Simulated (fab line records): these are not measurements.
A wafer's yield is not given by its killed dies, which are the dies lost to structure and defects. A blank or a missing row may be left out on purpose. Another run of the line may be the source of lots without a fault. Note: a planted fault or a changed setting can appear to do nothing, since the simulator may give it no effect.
Which tool is to blame?	flow n5Finfet	9 lots with 27 wafers sampled at 2 steps, on a route of 1938 steps

== WHAT EACH GAUGE READ, for each wafer ==
N5_BEOL_M1_OVL_MEAS_29.
lot	measured	on	V0_OVL (nm)
L978	day 6 21:04	overlay-02	0.9 0.3 0.0
L980	day 7 16:36	overlay-01	-0.9 -1.2 -0.5
L982	day 7 22:56	overlay-02	0.0 -0.7 -0.6
L983	day 8 01:49	overlay-02	-1.0 -1.4 -1.8
L988	day 9 14:26	overlay-01	-0.5 -0.3 -1.4
L994	day 10 20:05	overlay-02	0.8 0.0 1.1
L995	day 11 01:02	overlay-01	-1.2 -1.0 -1.3
L996	day 11 06:17	overlay-02	0.1 -1.2 -0.4
L998	day 12 04:02	overlay-02	-1.4 -0.9 -0.4

== TOOL THAT RAN EACH LOT (tool first, then ch and the chambers of the sampled wafers, then the start) ==
lot	N5_BEOL_M1_HM_OPEN_17
L978	rieMetal-01 ch 0,1, day 6 20:32
L980	rieMetal-01 ch 0,1, day 7 15:56
L982	rieMetal-01 ch 0,1, day 7 22:25
L983	rieMetal-01 ch 0,1, day 8 01:16
L988	rieMetal-01 ch 0,1, day 9 13:55
L994	rieMetal-03 ch 0, day 10 19:32
L995	rieMetal-02 ch 0,1, day 11 00:22
L996	rieMetal-03 ch 0,1, day 11 05:36
L998	rieMetal-02 ch 0,1, day 12 03:10
- N5_BEOL_M1_HM_OPEN_17: chemistry Cl2/BCl3, target TiN, target depth 20 nm, overetch 6 nm.

== THE ANSWER, worked out from the rows above alone ==
Rule: the usual values come from the lots themselves. Put in order of their means at a reading, lots are off if they are a third of the lots or fewer, leave a main group of 4 or more, and stand apart from it by a gap of 3 or more times the standard deviation of the main group's means; of several such gaps the widest counts. If all means in a main group match to the digits the tables above print for the reading, that group is not used. Also off: a lot with no number at a reading for which 4 or more lots have one. Where the step has rows for the other lots, those lots are counted as sound.
Nothing can be told from this: no lot is off at any reading shown.

== WHAT THE SIMULATOR HAD PUT IN ==
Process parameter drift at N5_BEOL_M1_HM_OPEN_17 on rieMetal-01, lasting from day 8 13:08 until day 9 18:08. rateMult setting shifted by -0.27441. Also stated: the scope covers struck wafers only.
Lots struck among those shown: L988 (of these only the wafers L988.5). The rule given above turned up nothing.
